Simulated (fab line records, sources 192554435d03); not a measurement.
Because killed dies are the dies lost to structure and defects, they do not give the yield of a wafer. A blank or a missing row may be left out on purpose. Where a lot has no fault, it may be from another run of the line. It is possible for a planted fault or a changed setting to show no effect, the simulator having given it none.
Split-lot experiment + flow n5-finfet + 21 wafers read across 7 lots, on a route 1938 steps long

== SPLIT DETAILS ==
At N5_BEOL_M15_SPUTTER_44 (material Ta, target thk 15 nm, time 24.19 s), the setting power-w was moved away from the recipe's 15000 W on 8 of the 21 wafers read, by -14.5% to +6.1%. For the rest of the wafers, this setting stayed at what the recipe calls for.

The split's own step is where the reading is taken.

== THE READING ==
Ta_of_BEOL_M15_SPUTTER_44.thk-nm (the simulator's own value, which no gauge read), in nm, at N5_BEOL_M15_SPUTTER_44 (material Ta, target thk 15 nm, time 24.19 s). The file does not state a usual value for it. Here, 13 wafers ran the recipe; their average is 15.0 nm with a standard deviation of 0.15 nm.

| wafer  | tool, chamber at the split | power-w as run, W | against the recipe | Ta_of_BEOL_M15_SPUTTER_44.thk-nm, nm | against lot-mates on the recipe |
|--------|----------------------------|-------------------|--------------------|--------------------------------------|---------------------------------|
| L074.3 | pvd-sputter-01, -          | 15000             | recipe             | 15                                   | -                               |
| L074.4 | pvd-sputter-01, -          | 15000             | recipe             | 15.2                                 | -                               |
| L074.6 | pvd-sputter-01, -          | 12890             | -14.1%             | 12.6                                 | -2.5                            |
| L083.2 | pvd-sputter-02, -          | 15920             | +6.1%              | 15.6                                 | no lot-mate on the recipe       |
| L083.3 | pvd-sputter-02, -          | 15920             | +6.1%              | 15.6                                 | no lot-mate on the recipe       |
| L083.6 | pvd-sputter-02, -          | 15920             | +6.1%              | 15.4                                 | no lot-mate on the recipe       |
| L084.1 | pvd-sputter-02, -          | 15000             | recipe             | 15                                   | -                               |
| L084.2 | pvd-sputter-02, -          | 15000             | recipe             | 14.8                                 | -                               |
| L084.5 | pvd-sputter-02, -          | 15000             | recipe             | 14.8                                 | -                               |
| L085.1 | pvd-sputter-01, -          | 15000             | recipe             | 15.2                                 | -                               |
| L085.2 | pvd-sputter-01, -          | 12820             | -14.5%             | 12.8                                 | -2.4                            |
| L085.6 | pvd-sputter-01, -          | 12820             | -14.5%             | 12.8                                 | -2.4                            |
| L089.1 | pvd-sputter-02, -          | 12980             | -13.5%             | 12.6                                 | -2.2                            |
| L089.4 | pvd-sputter-02, -          | 12980             | -13.5%             | 12.6                                 | -2.2                            |
| L089.2 | pvd-sputter-02, -          | 15000             | recipe             | 14.8                                 | -                               |
| L092.2 | pvd-sputter-02, -          | 15000             | recipe             | 15                                   | -                               |
| L092.6 | pvd-sputter-02, -          | 15000             | recipe             | 15                                   | -                               |
| L092.4 | pvd-sputter-02, -          | 15000             | recipe             | 14.8                                 | -                               |
| L096.2 | pvd-sputter-03, -          | 15000             | recipe             | 15                                   | -                               |
| L096.4 | pvd-sputter-03, -          | 15000             | recipe             | 15                                   | -                               |
| L096.5 | pvd-sputter-03, -          | 15000             | recipe             | 15.2                                 | -                               |

FIT RESULTS
A straight line over all 21 wafers: Ta_of_BEOL_M15_SPUTTER_44.thk-nm changes by +0.152 nm for each +1% of power-w; r = +0.98; the points scatter about the line by 0.21 nm.
The same after taking each lot's own level away (the mean of its wafers on the recipe; 18 wafers): +0.167 nm for each +1%; r = +1.00; scatter 0.09 nm.
On that fit, the largest move of power-w shifts the reading by 2.4 nm.
From 14.80 to 15.20 nm: that is the span of the lots' own levels, equal to 2.7 times the standard deviation above.
So the lot-to-lot level changes the slope little: the two slopes agree.
Check: -2.43 nm against its lot-mates is what the line predicts for one of the wafers moved furthest among these (-14.5%) when that wafer is left out of the fit. Against them it came out at -2.4 nm.

== FURTHER SPLITS ON THESE WAFERS ==
Before the reading, these wafers also passed through other splits. Each is held against what the fit with the lots' levels taken away leaves over:
| other split on the same wafers        | wafers away from the commonest value | r with Ta_of_BEOL_M15_SPUTTER_44.thk-nm (lot level and that fit taken away) |
|---------------------------------------|--------------------------------------|-----------------------------------------------------------------------------|
| N5_BEOL_M8_ETCH_62 source-w           | 6                                    | -0.08                                                                       |
| N5_BEOL_M9_COAT_60 spin-rpm           | 8                                    | +0.45                                                                       |
| N5_BEOL_M9_ETCH_62 time-s             | 5                                    | +0.07                                                                       |
| N5_BEOL_M10_COAT_63 spin-rpm          | 7                                    | -0.10                                                                       |
| N5_BEOL_M10_PEB_26 peb-time-s         | 6                                    | -0.27                                                                       |
| N5_BEOL_M14_PEB_26 peb-temp-c         | 6                                    | -0.31                                                                       |
| N5_BEOL_M14_DEVELOP_27 develop-time-s | 5                                    | +0.08                                                                       |

== THE FILE'S OWN FIT ==
Ta_of_BEOL_M15_SPUTTER_44.thk-nm changes by +0.169 nm for each +1% of power-w, r = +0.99.
